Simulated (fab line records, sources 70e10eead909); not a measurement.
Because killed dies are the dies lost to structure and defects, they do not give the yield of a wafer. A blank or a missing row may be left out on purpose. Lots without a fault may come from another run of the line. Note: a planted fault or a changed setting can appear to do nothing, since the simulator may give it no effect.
Which tool was responsible? + flow nandHarc + 14 lots, 42 wafers sampled, at 2 steps of a route of 1159

WHAT THE GAUGES READ, wafer by wafer
NHARC_THIN_TSV_CD_MEAS_16. Usual: 999.6 nm for cdNm, sd 1.7.
| lot  | measured     | on       | cdNm (nm)            | flag |
|------|--------------|----------|----------------------|------|
| L901 | day 19 03:00 | cdSem-02 | 1000.7 997.1 1001.5  |      |
| L902 | day 19 10:22 | cdSem-01 | 1003.2 999.0 1000.7  |      |
| L904 | day 19 17:53 | cdSem-01 | 997.8 1000.3 1000.4  |      |
| L907 | day 20 11:32 | cdSem-02 | 1001.1 1000.2 1002.4 |      |
| L908 | day 20 20:53 | cdSem-03 | 1000.3 1000.6 1001.4 |      |
| L910 | day 21 05:12 | cdSem-01 | 996.0 997.0 1000.7   |      |
| L905 | day 21 06:18 | cdSem-03 | 999.5 999.4 1000.9   |      |
| L912 | day 21 07:35 | cdSem-03 | 1001.8 1001.1 998.0  |      |
| L914 | day 21 08:39 | cdSem-03 | 1000.7 1002.0 1000.8 |      |
| L916 | day 22 22:18 | cdSem-03 | 999.6 999.1 998.0    |      |
| L917 | day 22 23:31 | cdSem-02 | 999.9 1001.3 999.6   |      |
| L919 | day 23 00:50 | cdSem-01 | 999.8 998.6 997.6    |      |
| L918 | day 23 01:55 | cdSem-01 | 999.8 1000.4 1000.3  |      |
| L920 | day 23 04:35 | cdSem-01 | 997.4 998.8 1000.3   |      |

TOOL THAT RAN EACH LOT (tool first, then ch and the chambers of the sampled wafers, then the start)
| lot  | NHARC_THIN_TSV_ETCH_15          |
|------|---------------------------------|
| L901 | rieSi-02 ch 1,2,3, day 19 02:52 |
| L902 | rieSi-06 ch 2,3, day 19 10:13   |
| L904 | rieSi-05 ch 0,1,3, day 19 17:46 |
| L907 | rieSi-02 ch 1,2,3, day 20 11:25 |
| L908 | rieSi-06 ch 0,1,3, day 20 20:44 |
| L910 | rieSi-06 ch 2,3, day 21 05:04   |
| L905 | rieSi-05 ch 0,1,3, day 21 06:11 |
| L912 | rieSi-02 ch 0,1,3, day 21 07:26 |
| L914 | rieSi-02 ch 0,2,3, day 21 08:30 |
| L916 | rieSi-05 ch 1,2,3, day 22 22:09 |
| L917 | rieSi-06 ch 0,1,2, day 22 23:24 |
| L919 | rieSi-02 ch 1,2,3, day 23 00:42 |
| L918 | rieSi-06 ch 0,2, day 23 01:46   |
| L920 | rieSi-05 ch 0,2,3, day 23 04:28 |
- NHARC_THIN_TSV_ETCH_15: target depth 3000 nm, bosch target overetch cycles 2, bosch etch step 2.8 s.

WHAT THE TOOLS THEMSELVES READ (means of the sampled wafers that have a number; where no wafer has one, the mark that the record gives instead)
NHARC_THIN_TSV_ETCH_15. Usual: drypumpMotorCurrentA 5.7 A, standard deviation 0.47; heBacksideLeakSccm 2.64 sccm, standard deviation 0.28.
| lot  | tool     | drypumpMotorCurrentA (A) | heBacksideLeakSccm (sccm) | flag |
|------|----------|--------------------------|---------------------------|------|
| L901 | rieSi-02 | 5.7                      | 2.64                      |      |
| L902 | rieSi-06 | 5.9                      | 2.33                      |      |
| L904 | rieSi-05 | 5.8                      | 2.57                      |      |
| L907 | rieSi-02 | 5.7                      | 2.80                      |      |
| L908 | rieSi-06 | 6.1                      | 3.09                      |      |
| L910 | rieSi-06 | 5.9                      | 2.40                      |      |
| L905 | rieSi-05 | 5.8                      | 2.51                      |      |
| L912 | rieSi-02 | 5.8                      | 2.79                      |      |
| L914 | rieSi-02 | 5.8                      | 2.63                      |      |
| L916 | rieSi-05 | 5.7                      | 2.69                      |      |
| L917 | rieSi-06 | 5.9                      | 2.57                      |      |
| L919 | rieSi-02 | 5.7                      | 2.77                      |      |
| L918 | rieSi-06 | 5.7                      | 2.59                      |      |
| L920 | rieSi-05 | 5.6                      | 2.68                      |      |

THE ANSWER, worked out from the rows above alone
Rule: take the mean of a lot's wafers that have a number; if it is more than 3 standard deviations from the usual mean, the lot is off. A lot without any number at a reading at which 4 lots or more have one is off too. All remaining lots with rows at the step are treated as sound. Order of review: gauges by route order, followed by the tools' own readings, for which a lot's mean as printed above is used. The first step at which some lot is off is used, and at that step the reading that is off furthest; a lot without a number counts as furthest.
Across all readings shown, no lot is off: no conclusion can be drawn from this.

WHAT HAD BEEN PUT IN BY THE SIMULATOR
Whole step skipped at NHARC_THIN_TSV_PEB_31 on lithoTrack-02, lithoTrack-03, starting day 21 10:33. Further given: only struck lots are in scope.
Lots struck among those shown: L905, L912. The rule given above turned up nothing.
